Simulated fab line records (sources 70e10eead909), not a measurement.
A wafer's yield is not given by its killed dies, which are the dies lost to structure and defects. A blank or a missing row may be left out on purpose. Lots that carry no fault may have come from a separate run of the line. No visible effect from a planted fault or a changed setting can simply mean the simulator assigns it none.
What tool caused it? + flow nand_harc + 11 lots, 33 wafers sampled, at 6 steps of a route of 1159

== WHAT THE GAUGES SHOWED, per wafer ==
NHARC_P_ZERO_WELL_CD_MEAS_11 targets a cd of 500 nm.
| lot  | measured    | on        | cd_nm (nm)        |
|------|-------------|-----------|-------------------|
| L614 | day 1 13:07 | cd_sem-03 | 500.6 502.2 499.4 |
| L615 | day 1 19:07 | cd_sem-01 | 500.3 498.2 497.5 |
| L616 | day 2 01:16 | cd_sem-01 | 498.8 500.0 500.3 |
| L617 | day 2 07:14 | cd_sem-01 | 500.1 501.2 498.0 |
| L620 | day 3 01:08 | cd_sem-03 | 498.9 495.5 500.9 |
| L627 | day 4 19:07 | cd_sem-01 | 499.5 499.3 498.0 |
| L630 | day 5 13:07 | cd_sem-02 | 499.5 496.1 501.2 |
| L632 | day 6 01:10 | cd_sem-02 | 501.5 499.4 500.9 |
| L635 | day 6 19:16 | cd_sem-02 | 501.9 497.2 500.4 |
| L636 | day 7 01:07 | cd_sem-02 | 502.5 498.9 498.4 |
| L637 | day 7 07:07 | cd_sem-03 | 496.8 500.6 503.2 |

NHARC_P_STI_CD_MEAS_09 targets a cd of 200 nm.
| lot  | measured    | on        | cd_nm (nm)        |
|------|-------------|-----------|-------------------|
| L614 | day 2 11:05 | cd_sem-03 | 202.8 201.3 203.0 |
| L615 | day 2 18:20 | cd_sem-02 | 205.2 204.1 204.8 |
| L616 | day 3 00:32 | cd_sem-03 | 203.1 201.7 201.2 |
| L617 | day 3 05:44 | cd_sem-01 | 202.0 200.6 205.2 |
| L620 | day 4 00:26 | cd_sem-02 | 195.6 198.8 196.6 |
| L627 | day 5 16:30 | cd_sem-03 | 200.4 187.0 198.1 |
| L630 | day 6 09:20 | cd_sem-01 | 188.9 187.3 196.6 |
| L632 | day 6 19:35 | cd_sem-03 | 202.8 205.0 203.0 |
| L635 | day 7 17:24 | cd_sem-03 | 203.2 203.5 205.1 |
| L636 | day 8 00:47 | cd_sem-01 | 201.9 203.2 198.7 |
| L637 | day 8 04:51 | cd_sem-03 | 196.1 196.3 199.3 |

NHARC_P_STI_OCD_MEAS_17.
| lot  | measured    | on     | trench_depth_nm (nm) | trench_foot_cd_nm (nm) |
|------|-------------|--------|----------------------|------------------------|
| L614 | day 2 11:53 | ocd-01 | 304 297 287          | 160 160 163            |
| L615 | day 2 19:10 | ocd-01 | 298 304 294          | 164 162 163            |
| L616 | day 3 01:19 | ocd-01 | 300 295 298          | 161 161 159            |
| L617 | day 3 06:32 | ocd-02 | 297 296 306          | 160 159 162            |
| L620 | day 4 01:13 | ocd-01 | 298 295 296          | 153 158 156            |
| L627 | day 5 17:17 | ocd-01 | 292 299 292          | 160 145 156            |
| L630 | day 6 10:07 | ocd-01 | 297 284 291          | 147 147 156            |
| L632 | day 6 20:22 | ocd-01 | 296 298 296          | 161 163 162            |
| L635 | day 7 18:11 | ocd-01 | 299 299 301          | 162 162 164            |
| L636 | day 8 01:35 | ocd-01 | 301 294 298          | 159 162 157            |
| L637 | day 8 05:43 | ocd-01 | 297 298 298          | 155 155 158            |

== EACH LOT AND THE TOOL THAT RAN IT (in order: tool; ch and the chambers of the sampled wafers; start) ==
| lot  | NHARC_P_ZERO_WELL_ETCH_65         | NHARC_P_STI_EXPOSE_06            | NHARC_P_STI_ETCH_42               |
|------|-----------------------------------|----------------------------------|-----------------------------------|
| L614 | rie_diel-08 ch 1,2,3, day 1 13:22 | krf_scanner-03 ch 0, day 2 10:57 | rie_diel-02 ch 1,2,3, day 2 11:26 |
| L615 | rie_diel-08 ch 1,2,3, day 1 19:22 | krf_scanner-01 ch 0, day 2 18:10 | rie_diel-02 ch 0,1,2, day 2 18:41 |
| L616 | rie_diel-10 ch 0,2,3, day 2 01:31 | krf_scanner-01 ch 0, day 3 00:23 | rie_diel-13 ch 1,2,3, day 3 00:53 |
| L617 | rie_diel-10 ch 0,1,3, day 2 07:37 | krf_scanner-03 ch 0, day 3 05:35 | rie_diel-04 ch 0,1,3, day 3 06:05 |
| L620 | rie_diel-08 ch 0,1,3, day 3 01:24 | krf_scanner-01 ch 0, day 4 00:17 | rie_diel-04 ch 2,3, day 4 00:47   |
| L627 | rie_diel-10 ch 0,2,3, day 4 19:22 | krf_scanner-01 ch 0, day 5 16:21 | rie_diel-13 ch 0,1,3, day 5 16:50 |
| L630 | rie_diel-12 ch 0,2,3, day 5 13:21 | krf_scanner-01 ch 0, day 6 09:11 | rie_diel-13 ch 0,1,2, day 6 09:41 |
| L632 | rie_diel-08 ch 0,1,3, day 6 01:25 | krf_scanner-02 ch 0, day 6 19:26 | rie_diel-13 ch 0,1, day 6 19:56   |
| L635 | rie_diel-10 ch 0,2, day 6 19:31   | krf_scanner-02 ch 0, day 7 17:15 | rie_diel-02 ch 2,3, day 7 17:44   |
| L636 | rie_diel-12 ch 1,3, day 7 01:43   | krf_scanner-02 ch 0, day 8 00:38 | rie_diel-02 ch 1,2,3, day 8 01:10 |
| L637 | rie_diel-10 ch 0,2,3, day 7 07:21 | krf_scanner-03 ch 0, day 8 04:42 | rie_diel-02 ch 1,2,3, day 8 05:16 |
- NHARC_P_ZERO_WELL_ETCH_65: etches the open film in N2/H2, target depth 80 nm, overetch 24 nm, time 87.88 s.
- NHARC_P_STI_EXPOSE_06: exposes mask P STI, target cd 200 nm.
- NHARC_P_STI_ETCH_42: etches the open film in N2/H2, target depth 80 nm, overetch 24 nm, time 61 s.

== AS READ BY THE TOOLS THEMSELVES (means over the sampled wafers that have a number; for cases with no such wafer, the mark the record gives instead) ==
NHARC_P_ZERO_WELL_ETCH_65.
| lot  | tool        | drypump_motor_current_A (A) | oes_product_au (a.u.) | rf_vpp_V (V) | showerhead_plenum_p_Torr (Torr) | throttle_valve_pct (%) |
|------|-------------|-----------------------------|-----------------------|--------------|---------------------------------|------------------------|
| L614 | rie_diel-08 | 5.8                         | 1.008                 | 433          | 2.14                            | 14.168                 |
| L615 | rie_diel-08 | 5.8                         | 1.008                 | 433          | 2.14                            | 14.179                 |
| L616 | rie_diel-10 | 5.4                         | 1.011                 | 428          | 1.95                            | 14.174                 |
| L617 | rie_diel-10 | 5.6                         | 1.001                 | 430          | 2.01                            | 14.175                 |
| L620 | rie_diel-08 | 5.3                         | 1.002                 | 434          | 2.16                            | 14.175                 |
| L627 | rie_diel-10 | 5.4                         | 1.008                 | 428          | 1.95                            | 14.180                 |
| L630 | rie_diel-12 | 5.9                         | 0.988                 | 432          | 2.10                            | 14.169                 |
| L632 | rie_diel-08 | 5.3                         | 1.015                 | 434          | 2.16                            | 14.173                 |
| L635 | rie_diel-10 | 5.1                         | 1.004                 | 427          | 1.90                            | 14.173                 |
| L636 | rie_diel-12 | 6.0                         | 0.994                 | 428          | 1.97                            | 14.174                 |
| L637 | rie_diel-10 | 5.4                         | 1.006                 | 427          | 1.94                            | 14.175                 |

NHARC_P_STI_EXPOSE_06.
| lot  | tool           | focus_offset_nm (nm) |
|------|----------------|----------------------|
| L614 | krf_scanner-03 | -0.6                 |
| L615 | krf_scanner-01 | -0.1                 |
| L616 | krf_scanner-01 | 0.2                  |
| L617 | krf_scanner-03 | 0.3                  |
| L620 | krf_scanner-01 | -0.4                 |
| L627 | krf_scanner-01 | -0.4                 |
| L630 | krf_scanner-01 | 0.2                  |
| L632 | krf_scanner-02 | -0.3                 |
| L635 | krf_scanner-02 | 0.5                  |
| L636 | krf_scanner-02 | 0.2                  |
| L637 | krf_scanner-03 | -0.4                 |

NHARC_P_STI_ETCH_42.
| lot  | tool        | drypump_motor_current_A (A) | oes_product_au (a.u.) | rf_vpp_V (V) | showerhead_plenum_p_Torr (Torr) | throttle_valve_pct (%) |
|------|-------------|-----------------------------|-----------------------|--------------|---------------------------------|------------------------|
| L614 | rie_diel-02 | 5.8                         | 1.020                 | 434.0        | 2.18                            | 14.172                 |
| L615 | rie_diel-02 | 5.8                         | 1.011                 | 431.8        | 2.09                            | 14.180                 |
| L616 | rie_diel-13 | 5.7                         | 0.997                 | 432.4        | 2.11                            | 14.165                 |
| L617 | rie_diel-04 | 5.6                         | 1.009                 | 433.3        | 2.12                            | 14.180                 |
| L620 | rie_diel-04 | 5.5                         | 1.007                 | 432.7        | 2.14                            | 14.166                 |
| L627 | rie_diel-13 | 5.7                         | 1.002                 | 429.9        | 2.03                            | 14.165                 |
| L630 | rie_diel-13 | 5.7                         | 1.001                 | 430.5        | 2.06                            | 14.172                 |
| L632 | rie_diel-13 | 5.7                         | 1.019                 | 429.3        | 1.97                            | 14.176                 |
| L635 | rie_diel-02 | 5.6                         | 0.995                 | 435.5        | 2.21                            | 14.179                 |
| L636 | rie_diel-02 | 5.9                         | 1.000                 | 434.1        | 2.17                            | 14.174                 |
| L637 | rie_diel-02 | 5.9                         | 0.996                 | 433.8        | 2.17                            | 14.170                 |

== THE ANSWER, worked out from the rows above alone ==
Rule: what is usual is taken from the lots themselves. Put in order of their means at a reading, lots are off if they are a third of the lots or fewer, leave a main group of 4 or more, and stand apart from it by a gap of 3 or more times the standard deviation of the main group's means; of several such gaps the widest counts. The tables above print the reading to a certain number of digits; a main group whose means all agree to those digits is not used. A lot without any number at a reading at which 4 lots or more have one is off too. The other lots that the step has rows for count as sound. Order of review: gauges by route order, followed by the tools' own readings, for which a lot's mean as printed above is used. At the first step where some lot is off, the reading lying furthest off is the one used; lots without a number count as furthest.
None of the lots is off at any reading shown; this tells nothing.

== WHAT HAD BEEN PUT IN BY THE SIMULATOR ==
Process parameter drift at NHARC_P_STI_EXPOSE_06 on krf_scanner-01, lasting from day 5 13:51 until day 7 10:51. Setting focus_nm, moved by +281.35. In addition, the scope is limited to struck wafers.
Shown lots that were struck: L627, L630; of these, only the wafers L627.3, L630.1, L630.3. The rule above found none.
